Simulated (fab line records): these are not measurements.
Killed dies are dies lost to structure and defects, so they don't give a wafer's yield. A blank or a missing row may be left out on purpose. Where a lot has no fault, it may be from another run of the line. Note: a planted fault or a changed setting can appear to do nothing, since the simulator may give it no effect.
Matching of chambers + flow n5_finfet + 3 sister chambers for N5_BEOL_M8_DEP_56 on pecvd-03
The step deposits SiCN from 3MS/NH3, target thk 10 nm, time 17.5 s. 6 wafers are shown with their chamber, then 11 later ones without.

WAFERS WITH THEIR CHAMBER
| wafer  | chamber | throttle_valve_pct (%) | showerhead_plenum_p_Torr (Torr) |
|--------|---------|------------------------|---------------------------------|
| L086.3 | 0       | 9.4                    | 3.663                           |
| L086.4 | 1       | 9.0                    | 3.659                           |
| L085.1 | 0       | 9.8                    | 3.663                           |
| L085.3 | 2       | 8.1                    | 3.675                           |
| L085.6 | 2       | 8.2                    | 3.672                           |
| L084.2 | 1       | 8.4                    | 3.656                           |

WAFERS WHOSE CHAMBER IS MISSING
| wafer  | throttle_valve_pct (%) | showerhead_plenum_p_Torr (Torr) |
|--------|------------------------|---------------------------------|
| L084.4 | 8.1                    | 3.669                           |
| L084.5 | 8.7                    | 3.666                           |
| L087.3 | 8.0                    | 3.673                           |
| L087.4 | 8.7                    | 3.656                           |
| L087.5 | 9.8                    | 3.669                           |
| L096.1 | 8.3                    | 3.673                           |
| L096.2 | 8.7                    | 3.657                           |
| L096.4 | 8.1                    | 3.676                           |
| L097.3 | 8.2                    | 3.667                           |
| L097.5 | 8.1                    | 3.671                           |
| L097.6 | 9.7                    | 3.666                           |

WHICH CHAMBER EACH WENT THROUGH
| wafer  | from the rows above          | in truth |
|--------|------------------------------|----------|
| L084.4 | 2                            | 2        |
| L084.5 | can't be placed: 0 or 2 or 1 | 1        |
| L087.3 | 2                            | 2        |
| L087.4 | 1                            | 1        |
| L087.5 | 0                            | 0        |
| L096.1 | 2                            | 2        |
| L096.2 | 1                            | 1        |
| L096.4 | 2                            | 2        |
| L097.3 | can't be placed: 2 or 0 or 1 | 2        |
| L097.5 | 2                            | 2        |
| L097.6 | 0                            | 0        |
9 of 11 placed correctly. These rows do not allow placing 2 (true chamber among the candidates in 2). Number placed wrongly: 0.
How it was worked out, from the rows above alone: a wafer's distance from a chamber is the root of the sum, over the readings, of the square of ((its reading less the chamber's mean) divided by the reading's scatter). The wafer belongs to the nearest chamber; if the next one is less than 2 further off, it can't be placed. A chamber's mean is the mean of its shown wafers. The scatter is the square root of a quotient: the sum, over the shown wafers, of each reading's squared deviation from its chamber's mean, divided by wafers minus chambers.
